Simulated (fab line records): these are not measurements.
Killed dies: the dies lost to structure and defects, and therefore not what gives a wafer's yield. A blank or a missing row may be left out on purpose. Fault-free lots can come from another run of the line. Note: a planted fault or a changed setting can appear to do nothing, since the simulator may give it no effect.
fab line records ; flow n5-finfet
record lots=10; wafers=30; last-day=18
route steps=1938 shown ILD0@335 SDB@353 BEOL_M4@1111 PASSIVATION@1936
lots with no fault: from the same line, run without faults
start-h: hours from the record's opening day to when the first of the lot's shown wafers began ; wait-h: hours elapsed since this lot's preceding step ; " identical to the entry in the row above ; L1.1+2: a single row standing in for several wafers ; - either no value or no given start ; * or withheld: withheld ; < > ~ a bound
route shown NAME@n: names a module that has steps shown in the file, with the first one's number in the route ; usual: the fault-free wafers' mean and standard deviation ; same: alike in all rows ; chamber/n: place in a boat ; sites: each site's reading ; _std_site: standard deviation across them ; _edge_site: inner sites' mean taken away from outer sites' mean ; radius-mm: for every site, how far away it sits from the centre of the wafer ; mask NAME#n: copy n ; behind: the tool/chamber that last shaped the wafer ; hold: why the lot went on hold/how many hours it stayed there/how the hold came to an end ; device: whichever transistor did not switch (one of n, p or np) ; end of line: at the end of the route, the tests of the same wafers ; step lacking rows: just its recipe ; killed: not the wafer's yield, but the dies lost to structure and defects at the first sort ; map: a wafer's dies, x killed, . not, _ none there
set.NAME: the setting as run; set.NAME@STEP: as run at that earlier step ; model.NAME: the simulator's own value behind a step, which no gauge read
steps of the route over a sample of lots; a table a step, a row a wafer
services: from which hour (start-h, from the record's first day; less than 0 if before it) a tool's chamber was out of use, for how many hours, and why
## steps
# step N5_ILD0_LINER_00
# recipe material=SiNx; target-thk-a=40; temp-c=400; ald-precursor-family=SiH2I2; ald-co-reactant=N2/H2-plasma; pulse-time-s=1; purge-time-s=2; co-reactant-purge-time-s=2; ald-cycles=80; pressure-torr=2
# usual heater-power-w=842/100; precursor-pulse-height-rel=1.001/0.02
# same purge-time-s=2
lot.wafer;tool;chamber;start-h;wait-h;heater-power-w;precursor-pulse-height-rel
L243.2;ald-sin-02;1;64.01;0.0;840;1.018
L243.3;ald-sin-02;2;64.01;0.0;857;1.029
L243.6;ald-sin-02;3;64.01;0.0;789;1.008
L244.1;ald-sin-01;3;66.79;0.0;763;0.976
L244.2;ald-sin-01;1;66.79;0.0;1001;0.999
L244.3;ald-sin-01;2;66.79;0.0;709;1.002
L245.1;ald-sin-01;0;70.84;0.0;997;0.998
L245.3;ald-sin-01;3;70.84;0.0;745;1.023
L245.4;ald-sin-01;2;70.84;0.0;694;0.988
L247.1;ald-sin-04;0;82.70;0.0;966;1.014
L247.2;ald-sin-04;3;82.70;0.0;735;0.991
L247.5;ald-sin-04;2;82.70;0.0;912;1.002
L248.2;ald-sin-02;3;89.49;0.2;800;0.981
L248.4;ald-sin-02;2;89.49;0.2;878;0.998
L248.5;ald-sin-02;0;89.49;0.2;911;1.023
L255.1;ald-sin-01;1;130.66;0.0;1005;1.002
L255.3;ald-sin-01;2;130.66;0.0;694;1.009
L255.5;ald-sin-01;3;130.66;0.0;758;1.032
L258.1;ald-sin-01;0;150.41;1.4;980;1.057
L258.5;ald-sin-01;2;150.41;1.4;733;1.010
L258.6;ald-sin-01;1;150.41;1.4;1017;1.023
L259.3;ald-sin-04;3;154.29;0.3;724;1.015
L259.5;ald-sin-04;1;154.29;0.3;710;1.021
L259.6;ald-sin-04;2;154.29;0.3;926;1.035
L262.2;ald-sin-01;3;173.23;0.1;759;0.992
L262.3;ald-sin-01;1;173.23;0.1;1040;1.008
L262.4;ald-sin-01;2;173.23;0.1;722;0.997
L266.1;ald-sin-04;1;194.78;0.3;711;1.010
L266.3;ald-sin-04;3;194.78;0.3;663;1.005
L266.5;ald-sin-04;2;194.78;0.3;868;0.988
# step N5_ILD0_THK_MEAS_04
# usual thk-nm=197.1/0.89
lot.wafer;tool;chamber;start-h;wait-h;thk-nm
L243.2;film-metro-02;-;66.69;0.2;197.2
L243.3;film-metro-02;-;66.69;0.2;197.6
L243.6;film-metro-02;-;66.69;0.2;195.5
L244.1;film-metro-01;-;71.04;0.2;196.6
L244.2;film-metro-01;-;71.04;0.2;197.7
L244.3;film-metro-01;-;71.04;0.2;197.3
L245.1;film-metro-01;-;73.50;-;198.3
L245.3;film-metro-01;-;73.50;-;199.6
L245.4;film-metro-01;-;73.50;-;198.8
L247.1;film-metro-02;-;85.36;-;197.7
L247.2;film-metro-02;-;85.36;-;196.6
L247.5;film-metro-02;-;85.36;-;197.2
L248.2;film-metro-02;-;92.15;-;197.7
L248.4;film-metro-02;-;92.15;-;197.8
L248.5;film-metro-02;-;92.15;-;197.2
L255.1;film-metro-02;-;133.34;-;197.3
L255.3;film-metro-02;-;133.34;-;196.1
L255.5;film-metro-02;-;133.34;-;196.8
L258.1;film-metro-01;-;153.08;-;198.0
L258.5;film-metro-01;-;153.08;-;196.3
L258.6;film-metro-01;-;153.08;-;197.4
L259.3;film-metro-01;-;156.95;-;197.2
L259.5;film-metro-01;-;156.95;-;196.7
L259.6;film-metro-01;-;156.95;-;197.0
L262.2;film-metro-02;-;175.89;-;195.8
L262.3;film-metro-02;-;175.89;-;195.9
L262.4;film-metro-02;-;175.89;-;195.1
L266.1;film-metro-02;-;197.44;-;196.9
L266.3;film-metro-02;-;197.44;-;196.8
L266.5;film-metro-02;-;197.44;-;198.3
# step N5_ILD0_ALD_15
# recipe material=SiNx; target-thk-a=240; temp-c=400; ald-precursor-family=SiH2I2; ald-co-reactant=N2/H2-plasma; pulse-time-s=1; ald-cycles=480; purge-time-s=2; co-reactant-purge-time-s=2; pressure-torr=2
# usual heater-power-w=848/120; precursor-pulse-height-rel=1.004/0.018
# same purge-time-s=2
lot.wafer;tool;chamber;start-h;wait-h;heater-power-w;precursor-pulse-height-rel
L243.2;ald-sin-01;0;67.73;0.5;1001;1.017
L243.3;ald-sin-01;1;67.73;0.5;1018;1.000
L243.6;ald-sin-01;2;68.81;1.1;710;0.993
L244.1;ald-sin-02;2;72.23;0.6;861;0.991
L244.2;ald-sin-02;0;72.23;0.6;857;0.981
L244.3;ald-sin-02;1;72.23;0.6;828;0.988
L245.1;ald-sin-04;0;74.92;0.9;964;0.995
L245.3;ald-sin-04;2;74.92;0.9;930;1.026
L245.4;ald-sin-04;0;76.00;1.7;978;1.035
L247.1;ald-sin-01;3;86.84;1.0;757;1.010
L247.2;ald-sin-01;1;86.84;1.0;1017;0.968
L247.5;ald-sin-01;3;87.93;1.7;761;1.030
L248.2;ald-sin-01;2;93.41;0.7;714;0.998
L248.4;ald-sin-01;3;93.41;0.7;769;0.995
L248.5;ald-sin-01;3;94.50;1.4;746;0.990
L255.1;ald-sin-02;1;134.49;0.7;825;1.003
L255.3;ald-sin-02;3;134.49;0.7;788;1.031
L255.5;ald-sin-02;1;135.57;1.3;823;0.979
L258.1;ald-sin-01;2;154.71;1.2;714;1.002
L258.5;ald-sin-01;1;155.80;1.8;1028;1.002
L258.6;ald-sin-01;0;155.80;1.8;988;1.018
L259.3;ald-sin-01;2;157.99;0.4;729;0.983
L259.5;ald-sin-01;0;159.08;1.2;983;0.994
L259.6;ald-sin-01;1;159.08;1.2;1021;1.021
L262.2;ald-sin-01;2;177.42;1.0;686;0.998
L262.3;ald-sin-01;1;177.42;1.0;997;1.018
L262.4;ald-sin-01;3;177.42;1.0;770;0.994
L266.1;ald-sin-04;2;198.48;0.6;844;0.991
L266.3;ald-sin-04;1;198.48;0.6;704;0.974
L266.5;ald-sin-04;0;199.56;1.2;967;1.027
# step N5_SDB_EXPOSE_08
# recipe mask-id=SDB; na=1.35; source-shape=conventional; sigma-outer=0.5; polarization=unpolarized; dose-mj=49.6
lot.wafer;tool;chamber;start-h;wait-h;mask
L243.2+3+6;arfi-scanner-02;0;70.53;-;SDB#0
L244.1+2+3;arfi-scanner-03;0;75.11;-;SDB#0
L245.1+3+4;arfi-scanner-03;0;77.67;-;SDB#0
L247.1+2+5;arfi-scanner-03;0;89.60;-;SDB#0
L248.2+4+5;arfi-scanner-03;0;96.20;-;SDB#0
L255.1+3+5;arfi-scanner-02;0;137.37;-;SDB#0
L258.1+5+6;arfi-scanner-02;0;157.60;-;SDB#0
L259.3+5+6;arfi-scanner-02;0;160.79;-;SDB#0
L262.2+3+4;arfi-scanner-02;0;180.65;-;SDB#0
L266.1+3+5;arfi-scanner-02;0;201.36;-;SDB#0
# step N5_SDB_OVL_MEAS_12
# recipe points-per-wafer=44
# usual SDB_OVL=0.0/0.78
# same points-per-wafer=44
lot.wafer;tool;chamber;start-h;wait-h;SDB_OVL[nm]
L243.2;overlay-02;0;70.68;0.0;0.5
L243.3;overlay-02;0;70.68;0.0;-0.7
L243.6;overlay-02;0;70.68;0.0;0.0
L244.1;overlay-02;0;75.27;0.0;0.6
L244.2;overlay-02;0;75.27;0.0;-0.6
L244.3;overlay-02;0;75.27;0.0;0.9
L245.1;overlay-02;0;77.83;0.0;-0.1
L245.3;overlay-02;0;77.83;0.0;-0.4
L245.4;overlay-02;0;77.83;0.0;-0.6
L247.1;overlay-01;0;89.75;0.0;12.3
L247.2;overlay-01;0;89.75;0.0;14.4
L247.5;overlay-01;0;89.75;0.0;12.5
L248.2;overlay-02;0;96.35;0.0;13.1
L248.4;overlay-02;0;96.35;0.0;13.4
L248.5;overlay-02;0;96.35;0.0;13.3
L255.1;overlay-02;0;137.53;0.0;0.2
L255.3;overlay-02;0;137.53;0.0;0.9
L255.5;overlay-02;0;137.53;0.0;0.4
L258.1;overlay-02;0;157.75;0.0;0.8
L258.5;overlay-02;0;157.75;0.0;0.4
L258.6;overlay-02;0;157.75;0.0;-0.5
L259.3;overlay-02;0;160.93;0.0;-1.1
L259.5;overlay-02;0;160.93;0.0;-1.0
L259.6;overlay-02;0;160.93;0.0;-1.8
L262.2;overlay-01;0;180.80;0.0;0.3
L262.3;overlay-01;0;180.80;0.0;-0.2
L262.4;overlay-01;0;180.80;0.0;-1.6
L266.1;overlay-02;0;201.52;0.0;1.7
L266.3;overlay-02;0;201.52;0.0;1.0
L266.5;overlay-02;0;201.52;0.0;0.6
# step N5_BEOL_M4_RC_MEAS_101
# usual DIBL_N=36.4/1.2; DIBL_P=36.1/1.6; IOFF_N=0.156/0.024; IOFF_P=0.21/0.031; ION_N=674/11; ION_P=463/6.9; SS_N=71.5/0.5; SS_P=73.2/0.55; VT_N=250.0/2.9; VT_P=-250/3.6
lot.wafer;tool;chamber;start-h;wait-h;DIBL_N[mV/V];DIBL_P[mV/V];IOFF_N[nA/um];IOFF_P[nA/um];ION_N[uA/um];ION_P[uA/um];SS_N[mV/dec];SS_P[mV/dec];VT_N[mV];VT_P[mV]
L243.2;prober-02;0;166.60;0.2;37.7;38.4;0.178;0.22;671;462;72.2;73.5;250.2;-250
L243.3;prober-02;0;166.60;0.2;35.5;36.8;0.155;0.20;675;464;71.2;72.9;251.4;-251
L243.6;prober-02;0;166.60;0.2;36.2;37.6;0.157;0.20;679;464;70.8;72.7;250.2;-252
L244.1;prober-01;0;167.87;0.0;36.0;35.3;0.151;0.23;682;472;71.9;73.1;250.8;-246
L244.2;prober-01;0;167.87;0.0;35.7;35.0;0.147;0.22;677;471;72.0;72.9;251.0;-246
L244.3;prober-01;0;167.87;0.0;36.9;35.9;0.168;0.24;679;469;71.3;72.6;247.8;-245
L245.1;prober-01;0;173.74;0.0;37.3;38.3;0.181;0.23;680;469;72.1;73.3;247.3;-250
L245.3;prober-01;0;173.74;0.0;38.7;39.4;0.208;0.24;684;464;72.1;73.8;244.2;-249
L245.4;prober-01;0;173.74;0.0;36.8;37.6;0.167;0.21;674;459;72.4;73.3;247.0;-251
L247.1;prober-02;0;189.00;0.0;37.3;39.6;0.204;0.26;698;473;72.3;73.9;245.0;-250
L247.2;prober-02;0;189.00;0.0;35.2;37.1;0.160;0.22;669;459;71.4;73.7;249.5;-248
L247.5;prober-02;0;189.00;0.0;36.6;38.4;0.183;0.24;676;461;71.8;73.5;247.5;-250
L248.2;prober-01;0;193.78;0.2;35.2;34.7;0.133;0.20;668;468;71.4;73.0;250.7;-249
L248.4;prober-01;0;193.78;0.2;35.9;36.4;0.144;0.22;671;468;72.3;73.8;251.6;-246
L248.5;prober-01;0;193.78;0.2;35.2;34.3;0.134;0.20;665;461;71.2;72.9;253.1;-250
L255.1;prober-01;0;227.28;0.0;34.6;32.7;0.127;0.18;661;454;71.4;72.3;255.9;-252
L255.3;prober-01;0;227.28;0.0;34.1;32.2;0.117;0.17;660;453;71.3;72.0;255.5;-253
L255.5;prober-01;0;227.28;0.0;36.6;35.1;0.156;0.21;678;460;71.4;73.0;250.3;-249
L258.1;prober-02;0;252.63;0.0;37.7;36.7;0.170;0.20;672;455;71.7;74.1;250.4;-252
L258.5;prober-02;0;252.63;0.0;35.5;34.2;0.130;0.16;667;460;70.6;73.1;253.5;-256
L258.6;prober-02;0;252.63;0.0;35.6;34.6;0.140;0.17;671;460;71.4;73.3;252.1;-254
L259.3;prober-01;0;255.87;0.3;36.6;34.7;0.131;0.19;657;461;71.2;73.2;252.3;-251
L259.5;prober-01;0;255.87;0.3;37.2;35.6;0.152;0.19;670;458;71.5;73.2;250.9;-251
L259.6;prober-01;0;255.87;0.3;35.9;34.3;0.130;0.17;664;460;71.3;73.3;251.3;-252
L262.2;prober-01;0;276.94;0.2;37.7;36.7;0.175;0.25;679;467;71.8;73.3;247.2;-247
L262.3;prober-01;0;276.94;0.2;37.7;37.1;0.186;0.26;688;470;71.7;74.1;247.7;-247
L262.4;prober-01;0;276.94;0.2;36.4;34.8;0.149;0.22;661;463;71.0;73.3;250.1;-248
L266.1;prober-01;0;314.74;0.0;35.8;35.8;0.156;0.19;678;464;71.4;73.8;248.1;-253
L266.3;prober-01;0;314.74;0.0;35.0;34.4;0.141;0.17;674;452;72.0;73.3;251.6;-255
L266.5;prober-01;0;314.74;0.0;35.1;34.8;0.140;0.17;681;464;71.5;72.8;248.5;-254
# step N5_PASSIVATION_PROBE_49
# usual defect-limited-yield=91.4/1.5; killed_at_M0_to_M3=31/11; killed_at_M4_up=13/5.5; killed-at-contacts=13/6.3; killed-at-front-end=40/13; killed-at-other=3.3/2.6; killed-dies=101/18; killed-on-rim=13/4; killed-open=67/13; killed-short=33/7.9; sort_bin_5_function=5.1/1; sort_bin_6_memory=3.2/0.68; sort-n-pass=1079/18; sort-yield-pct=91.4/1.5
# same gross-dies=1180; killed-at-back-side=0; sort_bin_4_leakage[%]=0; sort_bin_8_speed[%]=0
lot.wafer;tool;chamber;start-h;wait-h;defect-limited-yield[%];killed_at_M0_to_M3;killed_at_M4_up;killed-at-contacts;killed-at-front-end;killed-at-other;killed-dies;killed-on-rim;killed-open;killed-short;sort_bin_5_function[%];sort_bin_6_memory[%];sort-n-pass;sort-yield-pct[%]
L247.1;prober-02;-;281.71;0.0;0;32;7;11;1127;3;1180;152;49;38;50.9;2.4;0;0
L247.2;prober-02;-;281.76;0.1;0;27;10;29;1114;0;1180;152;68;25;51.6;3.2;0;0
L247.5;prober-02;-;281.91;0.2;0;27;8;21;1117;7;1180;152;74;38;50.2;4.0;0;0
L248.2;prober-02;-;292.86;0.1;0;24;9;2;1140;5;1180;152;67;35;52.5;2.1;0;0
L248.4;prober-02;-;292.96;0.2;0;24;11;17;1122;6;1180;152;87;33;51.0;4.2;0;0
L248.5;prober-02;-;293.01;0.2;0;10;20;3;1143;4;1180;152;59;32;52.0;3.1;0;0
# killed by level:class
L247.1 SDB:overlay=1092 MOL_CONTACT_COAG:geometric-particle:open=10 GATE_CUT:geometric-particle:short=7 BEOL_M0_SAQP:geometric-particle:open=7 FIN_SAQP:geometric-particle:short=6 BEOL_M0_SAQP:geometric-particle:short=6 STARTING-WAFER:geometric-particle:short=6 FIN_SAQP:geometric-particle:open=5
L247.2 SDB:overlay=1087 MOL_CONTACT_COAG:geometric-particle:open=25 BEOL_M2:geometric-particle:open=7 BEOL_M3:geometric-particle:open=6 BEOL_M4:geometric-particle:open=5 STI_FIN_REVEAL:geometric-particle:open=4 GATE_CUT:geometric-particle:open=4 MOL_CONTACT_COAG:geometric-particle:short=4
L247.5 SDB:overlay=1068 MOL_CONTACT_COAG:geometric-particle:open=17 STI_FIN_REVEAL:geometric-particle:open=13 FIN_SAQP:geometric-particle:open=8 FIN_SAQP:geometric-particle:short=7 GATE_CUT:geometric-particle:short=6 DUMMY_GATE:geometric-particle:open=5 BEOL_M2:geometric-particle:open=5
L248.2 SDB:overlay=1074 STI_FIN_REVEAL:geometric-particle:open=21 FIN_SAQP:geometric-particle:short=11 GATE_CUT:geometric-particle:short=8 GATE_CUT:geometric-particle:open=8 BEOL_M0_SAQP:geometric-particle:short=7 FIN_SAQP:geometric-particle:open=5 BEOL_M0_SAQP:geometric-particle:open=4
L248.4 SDB:overlay=1060 STI_FIN_REVEAL:geometric-particle:open=24 MOL_CONTACT_COAG:geometric-particle:open=16 FIN_SAQP:geometric-particle:short=10 BEOL_M3:geometric-particle:open=9 FIN_SAQP:geometric-particle:open=8 BEOL_M0_SAQP:geometric-particle:short=8 BEOL_M4:geometric-particle:open=5
L248.5 SDB:overlay=1088 STI_FIN_REVEAL:geometric-particle:open=15 FIN_SAQP:geometric-particle:short=6 STI_FIN_REVEAL:geometric-particle:short=6 GATE_CUT:geometric-particle:short=6 FIN_SAQP:geometric-particle:open=5 BEOL_M4:geometric-particle:open=5 BEOL_M5:geometric-particle:open=5
## services
tool;chamber;start-h;hours;kind
arfi-scanner-02;-;59.81;0.8;repair
arfi-scanner-03;-;62.29;1.0;pm
arfi-scanner-03;-;64.30;1.0;pm
arfi-scanner-03;-;65.89;1.5;repair
ald-sin-04;-;66.64;0.6;repair
ald-sin-04;1;74.43;3.5;repair
ald-sin-02;0;83.73;3.5;repair
ald-sin-02;0;108.34;6.2;repair
arfi-scanner-02;-;114.21;1.0;pm
arfi-scanner-03;-;114.28;1.3;pm
arfi-scanner-02;-;121.88;0.8;pm
arfi-scanner-03;-;121.95;1.2;repair
arfi-scanner-03;-;131.11;2.3;repair
arfi-scanner-03;-;135.20;0.8;pm
arfi-scanner-02;-;137.52;1.8;repair
ald-sin-02;-;141.74;6.1;pm
arfi-scanner-02;-;146.36;1.3;pm
arfi-scanner-02;0;148.05;-;calibration
ald-sin-04;-;176.75;14.0;pm
ald-sin-04;0;176.75;14.0;vent-cycle
ald-sin-04;1;176.75;14.0;vent-cycle
ald-sin-04;2;176.75;14.0;vent-cycle
ald-sin-04;3;176.75;14.0;vent-cycle
ald-sin-04;1;190.95;2.4;repair
## key
first-sign step=N5_SDB_OVL_MEAS_12; reading=SDB_OVL; direction=up; sigmas=17; usual=0.0; struck=13.2
effect step=N5_PASSIVATION_PROBE_49; reading=killed-at-front-end; direction=up; sigmas=86; usual=40; struck=1127
more-kills-born-at N5_SDB_EXPOSE_08@arfi-scanner-03=6469
met-at N5_SDB_EXPOSE_08
struck-lots L247,L248
not-acting-at N5_ILD0_LINER_00,N5_ILD0_THK_MEAS_04,N5_ILD0_ALD_15
onset-between 77.67 89.60
fault kind=scanner-matching-overlay; tool=arfi-scanner-03; chamber=-; onset-h=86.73; steps=N5_SDB_EXPOSE_08; offset=12.802
